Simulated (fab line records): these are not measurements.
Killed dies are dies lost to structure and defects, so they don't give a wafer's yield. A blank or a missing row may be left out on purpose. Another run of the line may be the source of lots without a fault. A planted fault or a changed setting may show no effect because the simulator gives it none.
Matching of chambers    flow n5 finfet    rie diel-01 running N5_BEOL_M8_STRIP_19: 4 sister chambers
The step strips in O2. 8 wafers are shown with their chamber, then 11 later ones without.

## WAFERS WITH THEIR CHAMBER
wafer   chamber  showerhead plenum p Torr (Torr)  throttle valve pct (%)
L076.6  3        2.03                             16.17
L080.5  2        2.07                             17.14
L082.6  3        2.03                             16.18
L084.1  1        2.16                             16.67
L083.2  0        2.00                             16.65
L083.3  1        2.16                             16.65
L083.6  0        2.00                             16.64
L090.3  2        2.06                             17.17

## WAFERS WITH NO CHAMBER GIVEN
wafer   showerhead plenum p Torr (Torr)  throttle valve pct (%)
L090.4  2.02                             16.18
L090.6  2.00                             16.64
L089.1  2.06                             17.17
L089.2  2.16                             16.67
L089.4  2.02                             16.22
L092.2  2.06                             17.16
L092.3  2.02                             16.22
L092.5  2.16                             16.69
L094.2  1.99                             16.68
L094.3  2.16                             16.71
L094.4  2.02                             16.23

## EACH ONE'S CHAMBER
wafer   from the rows above  in truth
L090.4  3                    3
L090.6  0                    0
L089.1  2                    2
L089.2  1                    1
L089.4  3                    3
L092.2  2                    2
L092.3  3                    3
L092.5  1                    1
L094.2  0                    0
L094.3  1                    1
L094.4  3                    3
Correct placement for 11 of the 11. Can't be placed from these rows: 0. Wrongly placed: 0.
How it was worked out, from the rows above alone: a wafer's distance from a chamber is the root of the sum, over the readings, of the square of ((its reading less the chamber's mean) divided by the reading's scatter). If the next closest chamber is less than 2 further off than the closest, the wafer can't be placed; otherwise it belongs to the closest. The mean given for a chamber averages the wafers shown for that chamber. The scatter is the square root of a quotient: the sum, over the shown wafers, of each reading's squared deviation from its chamber's mean, divided by wafers minus chambers.
